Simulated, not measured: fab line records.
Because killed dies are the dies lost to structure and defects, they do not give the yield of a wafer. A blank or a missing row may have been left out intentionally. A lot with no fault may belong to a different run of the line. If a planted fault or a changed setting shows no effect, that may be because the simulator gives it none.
Chamber matching	flow n5_finfet	cvd_co-01 running N5_BEOL_M0_CO_CAP_123: 3 sister chambers
The step material Co, precursor CCTBA/H2, target thk 2 nm, time 102.1 s. 3 wafers are shown with their chamber, then 7 later ones without.

## WAFERS PAIRED WITH THEIR CHAMBERS
wafer	chamber	heater_power_w (W)
L185.4	0	251
L192.3	1	285
L192.4	2	205

## WAFERS WHOSE CHAMBER IS MISSING
wafer	heater_power_w (W)
L192.5	283
L193.1	290
L193.3	253
L193.4	201
L194.1	201
L194.3	283
L194.4	250

## THE CHAMBER EACH PASSED THROUGH
wafer	from the rows above	in truth
L192.5	1	1
L193.1	1	1
L193.3	0	0
L193.4	2	2
L194.1	2	2
L194.3	1	1
L194.4	0	0
7 of 7 placed correctly. Can't be placed from these rows: 0. 0 placed wrongly.
How it was worked out, from the rows above alone: a wafer's distance from a chamber is the root of the sum, over the readings, of the square of ((its reading less the chamber's mean) divided by the reading's scatter). If the next closest chamber is less than 2 further off than the closest, the wafer can't be placed; otherwise it belongs to the closest. Each chamber's mean is taken over the wafers shown for it. The scatter (one wafer shown for each chamber): square how far every hidden wafer sits from the nearest shown wafer, average those squares and take the square root.
